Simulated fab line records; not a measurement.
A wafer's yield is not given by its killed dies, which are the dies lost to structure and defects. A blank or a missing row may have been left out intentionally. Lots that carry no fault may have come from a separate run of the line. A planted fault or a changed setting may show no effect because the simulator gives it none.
Matching of chambers -- flow n5 finfet -- N5_BEOL_M15_DEP_53 on pecvd-03: 3 sister chambers
The step deposits SiCN from 3MS/NH3, target thk 50 nm, time 17.8 s. 3 wafers are shown with their chamber, then 11 later ones without.

## WAFERS, EACH WITH ITS CHAMBER
wafer,chamber,throttle valve pct (%)
L087.6,0,17.9
L090.3,1,16.4
L091.1,2,17.0

## WAFERS WITHOUT THEIR CHAMBER
wafer,throttle valve pct (%)
L091.3,16.4
L091.6,17.0
L093.2,16.4
L093.3,17.6
L093.5,17.6
L095.1,17.2
L095.3,16.4
L095.6,17.4
L096.2,16.3
L096.3,17.1
L096.5,16.3

## THE CHAMBER EACH PASSED THROUGH
wafer,from the rows above,in truth
L091.3,1,1
L091.6,2,2
L093.2,1,1
L093.3,can't be placed: 0 or 2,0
L093.5,can't be placed: 0 or 2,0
L095.1,2,2
L095.3,1,1
L095.6,can't be placed: 2 or 0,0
L096.2,1,1
L096.3,2,2
L096.5,1,1
Placed correctly: 8 of 11. Can't be placed from these rows: 3 (the true chamber is among the candidates in 3). Number placed wrongly: 0.
How it was worked out, from the rows above alone: a wafer's distance from a chamber is the root of the sum, over the readings, of the square of ((its reading less the chamber's mean) divided by the reading's scatter). If the next closest chamber is less than 2 further off than the closest, the wafer can't be placed; otherwise it belongs to the closest. A chamber's mean is the mean of its shown wafers. The scatter (one wafer shown for each chamber): square how far every hidden wafer sits from the nearest shown wafer, average those squares and take the square root.
